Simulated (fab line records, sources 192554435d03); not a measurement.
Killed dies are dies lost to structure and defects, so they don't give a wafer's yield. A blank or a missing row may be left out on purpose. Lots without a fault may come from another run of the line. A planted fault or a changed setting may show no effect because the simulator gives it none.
Chamber matching | flow n5_finfet | N5_ILD0_CMP_03 on cmp-02: 4 sister chambers
The step polishes, stops on SiNx, t overpolish 1.9 s, target thk 197.38 nm. 14 wafers are shown with their chamber, then 7 later ones without.

WAFERS WITH THEIR CHAMBER
wafer  | chamber | motor_current_A (A) | slurry_filter_dp_kPa (kPa) | overpolish_run_s (s)
L074.1 | 2       | 11.7                | 13.39                      | 1.913
L074.3 | 0       | 10.1                | 13.25                      | 1.904
L074.5 | 1       | 12.4                | 13.68                      | 1.907
L079.2 | 2       | 11.3                | 13.54                      | 1.891
L079.3 | 0       | 10.9                | 13.37                      | 1.894
L079.5 | 2       | 11.3                | 13.49                      | 1.903
L083.1 | 3       | 11.3                | 13.33                      | 1.887
L083.2 | 1       | 13.2                | 13.42                      | 1.902
L083.3 | 2       | 11.0                | 13.48                      | 1.915
L089.2 | 0       | 10.2                | 13.42                      | 1.882
L089.3 | 1       | 13.4                | 13.25                      | 1.896
L089.5 | 2       | 11.1                | 13.62                      | 1.901
L091.1 | 3       | 11.9                | 13.34                      | 1.902
L091.4 | 2       | 11.5                | 13.49                      | 1.896

SIGNATURES (means of the wafers above)
reading              | chamber 0 | chamber 1 | chamber 2 | chamber 3 | scatter within a chamber
motor_current_A      | 10.400    | 13.000    | 11.317    | 11.600    | 0.381
slurry_filter_dp_kPa | 13.3467   | 13.4500   | 13.5017   | 13.3350   | 0.117
overpolish_run_s     | 1.89333   | 1.90167   | 1.90317   | 1.89450   | 0.00926
Rule: a wafer's distance from a chamber is the root of the sum, over the readings, of the square of ((its reading less the chamber's mean) divided by the reading's scatter). The wafer belongs to the nearest chamber; if the next one is less than 2 further off, it can't be placed. The scatter: the root of (the sum of the squares of (reading less its chamber's mean) over the shown wafers, divided by (wafers less chambers)).

WAFERS WITHOUT THEIR CHAMBER
wafer  | motor_current_A (A) | slurry_filter_dp_kPa (kPa) | overpolish_run_s (s)
L091.6 | 13.1                | 13.35                      | 1.888
L092.2 | 11.2                | 13.55                      | 1.897
L092.3 | 11.2                | 13.86                      | 1.898
L092.6 | 11.3                | 13.25                      | 1.895
L095.2 | 11.4                | 13.78                      | 1.913
L095.4 | 11.1                | 13.51                      | 1.892
L095.5 | 11.5                | 13.40                      | 1.894

WHICH CHAMBER EACH WENT THROUGH
wafer  | from the rows above          | in truth
L091.6 | 1                            | 1
L092.2 | can't be placed: 2 or 3 or 0 | 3
L092.3 | can't be placed: 2 or 3 or 0 | 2
L092.6 | can't be placed: 3 or 2 or 0 | 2
L095.2 | can't be placed: 2 or 3      | 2
L095.4 | can't be placed: 2 or 3 or 0 | 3
L095.5 | can't be placed: 3 or 2      | 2
Placed correctly: 1 of 7. Can't be placed from these rows: 6 (the true chamber is among the candidates in 6). Placed wrongly: 0.
